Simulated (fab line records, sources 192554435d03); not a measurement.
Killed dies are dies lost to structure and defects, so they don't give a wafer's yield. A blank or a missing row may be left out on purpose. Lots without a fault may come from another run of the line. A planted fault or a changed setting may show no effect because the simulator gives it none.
Chamber matching | flow n5_finfet | N5_BEOL_M6_CURE_74 on uv_cure-03: 3 sister chambers
The step cures SiCOH lowk, time 240 s. 6 wafers are shown with their chamber, then 9 later ones without.

WAFERS WITH THEIR CHAMBER
wafer  | chamber | wafer_temp_C_max | lamp_power_pct (%)
L084.5 | 0       | 387.6            | 52.28
L084.6 | 0       | 387.3            | 52.31
L085.2 | 1       | 387.4            | 52.36
L085.6 | 1       | 387.5            | 52.37
L087.4 | 2       | 386.5            | 52.29
L087.5 | 2       | 386.9            | 52.21

WAFERS WITHOUT THEIR CHAMBER
wafer  | wafer_temp_C_max | lamp_power_pct (%)
L091.1 | 386.7            | 52.34
L091.3 | 388.3            | 52.30
L091.6 | 387.7            | 52.31
L095.4 | 387.7            | 52.41
L095.5 | 387.0            | 52.31
L095.6 | 386.5            | 52.32
L093.1 | 387.2            | 52.36
L093.4 | 388.3            | 52.20
L093.5 | 387.3            | 52.30

WHICH CHAMBER EACH WENT THROUGH
wafer  | from the rows above          | in truth
L091.1 | can't be placed: 2 or 1 or 0 | 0
L091.3 | can't be placed: 0 or 1      | 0
L091.6 | can't be placed: 0 or 1      | 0
L095.4 | can't be placed: 1 or 0      | 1
L095.5 | can't be placed: 0 or 2 or 1 | 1
L095.6 | 2                            | 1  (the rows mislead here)
L093.1 | can't be placed: 1 or 0      | 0
L093.4 | can't be placed: 0 or 1      | 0
L093.5 | can't be placed: 0 or 1      | 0
Placed correctly: 0 of 9. Can't be placed from these rows: 8 (the true chamber is among the candidates in 8). Placed wrongly: 1.
How it was worked out, from the rows above alone: a wafer's distance from a chamber is the root of the sum, over the readings, of the square of ((its reading less the chamber's mean) divided by the reading's scatter). The wafer belongs to the nearest chamber; if the next one is less than 2 further off, it can't be placed. A chamber's mean is the mean of its shown wafers. The scatter: the root of (the sum of the squares of (reading less its chamber's mean) over the shown wafers, divided by (wafers less chambers)).
